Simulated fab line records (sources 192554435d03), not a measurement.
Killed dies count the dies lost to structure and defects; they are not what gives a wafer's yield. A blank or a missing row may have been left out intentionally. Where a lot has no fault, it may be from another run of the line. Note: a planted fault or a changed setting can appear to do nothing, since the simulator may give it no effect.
Problem report in the 8D (eight disciplines) form, filled by code ; flow n5_finfet ; the parts of the form that need people (team, actions taken, sign-off) are left out

1. WHAT WENT WRONG
Mean of bias_w at N5_HKMG_FIN_ETCH_31: 37.66 W across 9 wafers in 3 lots; on wafers with no fault it is 36.01 W (standard deviation 0.11). Measured from the usual mean, that is +15 standard deviations.
The step: etches SiARC in CF4, target depth 45.5 nm, time 75.8 s.
Earliest sighting: wafer L446.1 on rie_diel-02 at day 5 17:29. Wafers with a number at this step in the record: 27, from 9 lots. Rule for "out" (also "out of limits"): further than 4 standard deviations from the usual mean. The rest of the wafers with a number are treated as sound.

2. WHAT IT IS; WHAT IT IS NOT
question;is;is not
which readings at this step;bias_w, rf_vpp_V;drypump_motor_current_A, oes_product_au, showerhead_plenum_p_Torr, throttle_valve_pct
which lots;L446, L447, L449;L442, L455, L457, L460, L461, L462
which wafers of those lots;all that have a number;-
read on which tools;rie_diel-02;rie_diel-01, rie_diel-05
when;from day 5 17:29;"up to then (3 sound wafers); but 15 sound wafers of L455, L457, L460, L461, L462 came after"

3. WHAT RULES OUT EACH SUSPECT
Counting: a tool at a process step up to the reading stays a suspect if it ran every lot that is out and no sound lot after the first of them.
- rie_diel-02 at N5_HKMG_FIN_ETCH_31 (etches SiARC in CF4, target depth 45.5 nm, time 75.8 s): ruled out as a lasting fault. After its first lot that is out, L446 (day 5 17:29), sound lots L460, L461, L462 ran on it.
Left after counting: nothing in the record.

4. THE CAUSE (what the simulator had put in)
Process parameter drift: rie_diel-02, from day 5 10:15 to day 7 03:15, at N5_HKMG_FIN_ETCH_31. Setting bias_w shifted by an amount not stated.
Counting ruled it out, wrongly.

5. THE EFFECT CHAIN, in route order
Rows list readings where the struck wafers' mean (over those with a number) sits beyond 3 standard deviations from the usual. Scope: only readings with a usual standard deviation given in the record; hours: median across lots of the time from each lot's start at the first step in this table that gives one to its start at this step; sigmas: change in usual standard deviations.
hours;step;reading;usual;on struck wafers;change;sigmas
0;N5_HKMG_FIN_ETCH_31;bias_w;36.01 W;37.66;+1.65;+15
0;N5_HKMG_FIN_ETCH_31;rf_vpp_V;183.7 V;188.6;+4.9;+6.1
Here are the process steps it includes:
- N5_HKMG_FIN_ETCH_31: etches SiARC in CF4, target depth 45.5 nm, time 75.8 s.
Later measuring or inspecting steps at which every struck wafer that the step has a row for has a number for every such reading, and none has moved that far: N5_BEOL_M4_RC_MEAS_101.

6. HOW IT WOULD HAVE BEEN CAUGHT EARLIER
In this record the first reading out of limits was taken at day 5 17:29, 7 hours after the fault began at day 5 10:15.
